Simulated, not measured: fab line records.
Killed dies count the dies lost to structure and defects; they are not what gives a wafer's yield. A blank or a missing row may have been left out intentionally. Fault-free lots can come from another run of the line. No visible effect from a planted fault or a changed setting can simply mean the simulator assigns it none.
Code-filled problem report in 8D (eight disciplines) form + flow nand_harc + the parts of the form that need people (team, actions taken, sign-off) are left out

== 1. THE ISSUE ==
Wafers with no fault read 998 nm with a standard deviation of 8.6, whereas thk_nm at NHARC_A_ONON_D2_THK_MEAS_02 reads a mean of 681 nm on 1 wafer of 1 lot. Measured from the usual mean, that is -37 standard deviations.
The step: measures by ellipsometry.
Earliest sighting: wafer L223.1 on film_metro-01 at day 16 00:17. The record has a number at this step for 37 wafers belonging to 13 lots. The rule behind "out" and "out of limits": a value lying over 4 standard deviations away from the usual mean. The other wafers with a number count as sound.

== 2. WHAT IT IS, AND WHAT IT ISN'T ==
| question                    | is                     | is not                                                                                       |
|-----------------------------|------------------------|----------------------------------------------------------------------------------------------|
| which readings at this step | thk_nm                 | -                                                                                            |
| which lots                  | L223                   | L215, L216, L217, L218, L220, L221, L222, L233, L235, L236, L237, L238                       |
| which wafers of those lots  | all that have a number | -                                                                                            |
| read on which gauges        | film_metro-01          | film_metro-02                                                                                |
| when                        | from day 16 00:17      | up to then (21 sound wafers); but 15 sound wafers of L233, L235, L236, L237, L238 came after |

== 3. THE SUSPECTS, EACH WITH WHAT RULES IT OUT ==
Counting: a tool at a process step up to the reading stays a suspect if it ran every lot that is out and no sound lot after the first of them.
- the gauge at NHARC_A_ONON_D2_THK_MEAS_02: kept. All the wafers that are out were read on film_metro-01, and no step on other tools shows them out.
- ald_hk-04 at NHARC_A_CHANNEL_FILL_D1_ALD_14 (deposits SiO2, target thk 2.5 nm, pulse time 10 s, ald cycles 25): ruled out as a lasting fault. Following L223 (day 12 16:32), the first lot on it that is out, the sound lots L236, L238 were run on it.
- pecvd_onon-02 at NHARC_A_ONON_D2_DEP_00 (target thk 1000 nm): ruled out as a lasting fault. Following L223 (day 15 23:46), the first lot on it that is out, the sound lots L233, L236, L238 were run on it.
After counting, what remains is film_metro-01 at NHARC_A_ONON_D2_THK_MEAS_02.

== 4. THE CAUSE (what the simulator had put in) ==
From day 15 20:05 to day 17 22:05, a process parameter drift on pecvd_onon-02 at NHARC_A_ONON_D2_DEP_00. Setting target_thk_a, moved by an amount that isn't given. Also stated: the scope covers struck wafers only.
Counting ruled it out, wrongly: the rule takes a fault to strike every lot that its tool runs from its start on, and this one did not.

== 5. SEQUENCE OF EFFECTS, ordered by route ==
One row per reading whose mean, taken over the struck wafers that have a number, lies over 3 standard deviations from the usual. Only readings whose record carries a usual standard deviation are examined. hours: median over the lots of the time between each lot's start at the first step of this table that gives one and its start at this step. sigmas: the change, counted in usual standard deviations.
| hours | step                        | reading | usual  | on struck wafers | change | sigmas |
|-------|-----------------------------|---------|--------|------------------|--------|--------|
| 0     | NHARC_A_ONON_D2_THK_MEAS_02 | thk_nm  | 998 nm | 681              | -317   | -37    |

== 6. WHAT WOULD HAVE CAUGHT IT SOONER ==
In this record the first reading out of limits at a measuring or inspecting step was taken at day 16 00:17, 4 hours after the fault began at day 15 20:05.
No tool reading at NHARC_A_ONON_D2_DEP_00 that has a usual standard deviation in the record was out on any struck wafer, so an alarm limit of 4 standard deviations on those readings would not have fired.
